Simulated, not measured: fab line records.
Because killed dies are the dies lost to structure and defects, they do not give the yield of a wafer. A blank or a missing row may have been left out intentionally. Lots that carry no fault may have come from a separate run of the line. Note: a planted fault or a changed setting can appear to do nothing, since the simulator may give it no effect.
Chamber matching | flow nand-harc | NHARC_A_CHANNEL_FILL_D2_ALD_14 on ald-hk-03 has 4 sister chambers
The step deposits SiO2, target thk 2.5 nm, pulse time 10 s, ald cycles 25. 8 wafers are shown with their chamber, then 12 later ones without.

## EACH WAFER AND ITS CHAMBER
wafer  | chamber | heater-power-w (W) | precursor-pulse-height-rel
L083.1 | 3       | 388                | 1.006
L086.5 | 0       | 457                | 1.002
L088.1 | 3       | 398                | 1.016
L088.4 | 0       | 443                | 1.001
L088.5 | 1       | 493                | 1.007
L089.3 | 2       | 562                | 1.009
L089.5 | 2       | 552                | 1.025
L089.6 | 1       | 498                | 0.999

## WAFERS WITH NO CHAMBER GIVEN
wafer  | heater-power-w (W) | precursor-pulse-height-rel
L090.1 | 450                | 1.004
L090.2 | 384                | 0.998
L090.3 | 504                | 0.994
L095.1 | 393                | 0.971
L095.3 | 478                | 0.998
L095.4 | 561                | 1.005
L093.2 | 559                | 1.024
L093.4 | 459                | 1.016
L093.6 | 437                | 0.984
L097.1 | 553                | 1.006
L097.2 | 385                | 0.975
L097.5 | 545                | 1.006

## WHICH CHAMBER EACH ONE RAN IN
wafer  | from the rows above     | in truth
L090.1 | 0                       | 0
L090.2 | 3                       | 3
L090.3 | 1                       | 1
L095.1 | 3                       | 3
L095.3 | can't be placed: 1 or 0 | 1
L095.4 | 2                       | 2
L093.2 | 2                       | 2
L093.4 | 0                       | 0
L093.6 | 0                       | 0
L097.1 | 2                       | 2
L097.2 | 3                       | 3
L097.5 | 2                       | 2
Placed correctly: 11 of 12. Can't be placed from these rows: 1 (the true chamber is among the candidates in 1). 0 placed wrongly.
How it was worked out, from the rows above alone: a wafer's distance from a chamber is the root of the sum, over the readings, of the square of ((its reading less the chamber's mean) divided by the reading's scatter). The wafer belongs to the nearest chamber; if the next one is less than 2 further off, it can't be placed. A chamber's mean is the mean of its shown wafers. The scatter: the root of (the sum of the squares of (reading less its chamber's mean) over the shown wafers, divided by (wafers less chambers)).
